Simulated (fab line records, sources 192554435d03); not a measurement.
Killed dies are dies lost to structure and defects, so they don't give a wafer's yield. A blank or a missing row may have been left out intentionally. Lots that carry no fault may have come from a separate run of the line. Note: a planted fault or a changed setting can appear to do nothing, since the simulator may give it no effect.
Matching of chambers -- flow n5-finfet -- N5_BEOL_M0_SAQP_MANDREL2_REMOVE_110 on rie-si-03: 4 sister chambers
The step chemistry HBr/Cl2/O2, target a-Si, stops on SiCN, bt time 10 s. 18 wafers are shown with their chamber, then 8 later ones without.

## WAFERS WITH THEIR CHAMBER
wafer,chamber,drypump-motor-current-A (A),throttle-valve-pct (%),he-backside-leak-sccm (sccm)
L074.2,1,6.3,36.34,2.83
L074.3,2,5.8,36.60,2.45
L074.5,1,6.3,36.35,2.82
L075.2,0,6.0,36.53,3.18
L075.4,1,6.3,36.33,2.70
L075.6,2,5.8,36.61,2.56
L076.1,3,5.4,36.32,2.66
L076.2,2,5.8,36.60,2.73
L076.5,3,5.3,36.31,2.61
L077.2,2,5.8,36.60,2.71
L077.4,0,6.0,36.52,3.03
L077.6,2,5.8,36.60,2.62
L079.1,2,5.8,36.61,2.74
L079.2,0,6.0,36.53,3.10
L079.4,1,6.3,36.34,2.80
L086.1,2,5.8,36.60,2.65
L086.3,3,5.3,36.31,2.68
L086.4,2,5.8,36.60,2.58

SIGNATURES, as means of the wafers listed above
reading,chamber 0,chamber 1,chamber 2,chamber 3,scatter within a chamber
drypump-motor-current-A,6.000,6.300,5.800,5.333,0.0218
throttle-valve-pct,36.5267,36.3400,36.6025,36.3133,0.00588
he-backside-leak-sccm,3.1033,2.7875,2.6300,2.6500,0.0817
Rule: a wafer's distance from a chamber is the root of the sum, over the readings, of the square of ((its reading less the chamber's mean) divided by the reading's scatter). If the next closest chamber is less than 2 further off than the closest, the wafer can't be placed; otherwise it belongs to the closest. The scatter is the square root of a quotient: the sum, over the shown wafers, of each reading's squared deviation from its chamber's mean, divided by wafers minus chambers.

## WAFERS WHOSE CHAMBER IS MISSING
wafer,drypump-motor-current-A (A),throttle-valve-pct (%),he-backside-leak-sccm (sccm)
L089.2,6.3,36.34,2.62
L089.3,5.8,36.61,2.68
L089.4,6.0,36.46,3.00
L090.1,6.0,36.46,2.82
L090.3,5.4,36.32,2.58
L090.6,5.8,36.60,2.85
L091.2,6.3,36.35,2.78
L091.6,5.9,36.60,2.86

## EACH ONE'S CHAMBER
wafer,from the rows above,in truth
L089.2,1,1
L089.3,2,2
L089.4,0,0
L090.1,0,0
L090.3,3,3
L090.6,2,2
L091.2,1,1
L091.6,2,2
8 of 8 placed correctly. Left unplaced by these rows: 0. Number placed wrongly: 0.
